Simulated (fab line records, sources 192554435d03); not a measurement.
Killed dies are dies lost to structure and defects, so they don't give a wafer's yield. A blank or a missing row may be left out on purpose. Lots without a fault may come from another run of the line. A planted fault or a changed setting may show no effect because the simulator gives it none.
Chamber matching | flow n5_finfet | N5_BEOL_M4_ETCH_74 on rie_diel-01: 4 sister chambers
The step etches underlayer in N2/H2, target depth 6.5 nm, time 5.2 s. 8 wafers are shown with their chamber, then 8 later ones without.

WAFERS WITH THEIR CHAMBER
wafer  | chamber | drypump_motor_current_A (A) | showerhead_plenum_p_Torr (Torr)
L075.6 | 3       | 6.7                         | 2.60
L078.4 | 1       | 6.2                         | 2.59
L082.2 | 0       | 5.9                         | 2.43
L082.5 | 2       | 5.6                         | 2.46
L083.1 | 1       | 6.1                         | 2.58
L083.4 | 2       | 5.6                         | 2.45
L083.5 | 3       | 6.7                         | 2.59
L085.2 | 0       | 5.9                         | 2.42

WAFERS WITHOUT THEIR CHAMBER
wafer  | drypump_motor_current_A (A) | showerhead_plenum_p_Torr (Torr)
L085.3 | 5.6                         | 2.45
L085.4 | 6.7                         | 2.59
L087.1 | 6.2                         | 2.58
L087.5 | 5.9                         | 2.42
L087.6 | 6.7                         | 2.59
L088.1 | 6.2                         | 2.57
L088.2 | 5.9                         | 2.42
L088.5 | 5.9                         | 2.42

WHICH CHAMBER EACH WENT THROUGH
wafer  | from the rows above | in truth
L085.3 | 2                   | 2
L085.4 | 3                   | 3
L087.1 | 1                   | 1
L087.5 | 0                   | 0
L087.6 | 3                   | 3
L088.1 | 1                   | 1
L088.2 | 0                   | 0
L088.5 | 0                   | 0
Placed correctly: 8 of 8. Can't be placed from these rows: 0. Placed wrongly: 0.
How it was worked out, from the rows above alone: a wafer's distance from a chamber is the root of the sum, over the readings, of the square of ((its reading less the chamber's mean) divided by the reading's scatter). The wafer belongs to the nearest chamber; if the next one is less than 2 further off, it can't be placed. A chamber's mean is the mean of its shown wafers. The scatter: the root of (the sum of the squares of (reading less its chamber's mean) over the shown wafers, divided by (wafers less chambers)).
